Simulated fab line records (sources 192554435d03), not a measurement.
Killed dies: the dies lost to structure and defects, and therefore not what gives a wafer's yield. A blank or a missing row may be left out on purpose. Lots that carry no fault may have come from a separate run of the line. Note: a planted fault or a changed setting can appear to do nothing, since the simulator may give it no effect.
Which tool was responsible?	flow n5 finfet	9 lots, 27 wafers sampled, at 3 steps of a route of 1938

## WHAT THE GAUGES READ, wafer by wafer
N5_MOL_CONTACT_COAG_THK_MEAS_53.
lot	measured	on	VIA_MOL_THK (nm)
L753	day 6 00:48	film metro-02	- - -
L754	day 6 08:15	film metro-01	- - -
L755	day 6 10:08	film metro-01	- - -
L764	day 8 16:39	film metro-02	43.9 45.0 44.8
L765	day 9 02:08	film metro-02	43.7 43.6 43.9
L767	day 9 14:59	film metro-02	42.4 42.7 42.8
L769	day 10 00:50	film metro-01	43.5 43.8 44.7
L770	day 10 04:12	film metro-01	43.6 44.1 44.0
L773	day 10 23:14	film metro-02	42.4 42.9 43.3

## WHAT TOOL EACH LOT RAN ON (gives the tool, then ch and the chambers of the sampled wafers, and finally the start)
lot	N5_MOL_CONTACT_COAG_STRIP_49	N5_MOL_CONTACT_COAG_CMP_52
L753	plasma asher-01 ch 0,1, day 5 23:50	cmp-03 ch 1,3, day 6 00:32
L754	plasma asher-02 ch 0, day 6 07:22	cmp-03 ch 0,1, day 6 07:58
L755	plasma asher-01 ch 0,1, day 6 09:13	cmp-03 ch 0,2,3, day 6 09:50
L764	plasma asher-02 ch 0,1, day 8 15:45	cmp-03 ch 1,3, day 8 16:23
L765	plasma asher-01 ch 0,1, day 9 01:15	cmp-01 ch 0,1,3, day 9 01:51
L767	plasma asher-01 ch 0,1, day 9 14:05	cmp-01 ch 0,1,3, day 9 14:46
L769	plasma asher-01 ch 0,1, day 9 23:56	cmp-01 ch 1,3, day 10 00:34
L770	plasma asher-01 ch 0,1, day 10 03:18	cmp-02 ch 0,1,2, day 10 03:58
L773	plasma asher-01 ch 1, day 10 22:20	cmp-03 ch 0,2, day 10 22:58
- N5_MOL_CONTACT_COAG_STRIP_49: strips in N2/H2, time 30 s.
- N5_MOL_CONTACT_COAG_CMP_52: polishes, stops on SiO2, t overpolish 1.5 s, target thk 66.5 nm.

## THE ANSWER, worked out from the rows above alone
Rule: the usual values come from the lots themselves. Put in order of their means at a reading, lots are off if they are a third of the lots or fewer, leave a main group of 4 or more, and stand apart from it by a gap of 3 or more times the standard deviation of the main group's means; of several such gaps the widest counts. A main group is skipped when, at the precision printed for the reading in the tables above, its means are all equal. Also off: a lot with no number at a reading for which 4 or more lots have one. Any other lot the step has rows for is counted as sound.
Off: L753, L754, L755, seen at N5_MOL_CONTACT_COAG_THK_MEAS_53 (VIA_MOL_THK). Without a number there: L753, L754, L755. For the main group the mean is 43.6 nm and the standard deviation 0.67.
If a tool, at a process step before that reading, ran all the lots that are off and no sound lot after the first of them, it fits. The gauges at N5_MOL_CONTACT_COAG_THK_MEAS_53 are tried like those tools. Of those tried, none fits.

## WHAT THE SIMULATOR HAD PUT IN
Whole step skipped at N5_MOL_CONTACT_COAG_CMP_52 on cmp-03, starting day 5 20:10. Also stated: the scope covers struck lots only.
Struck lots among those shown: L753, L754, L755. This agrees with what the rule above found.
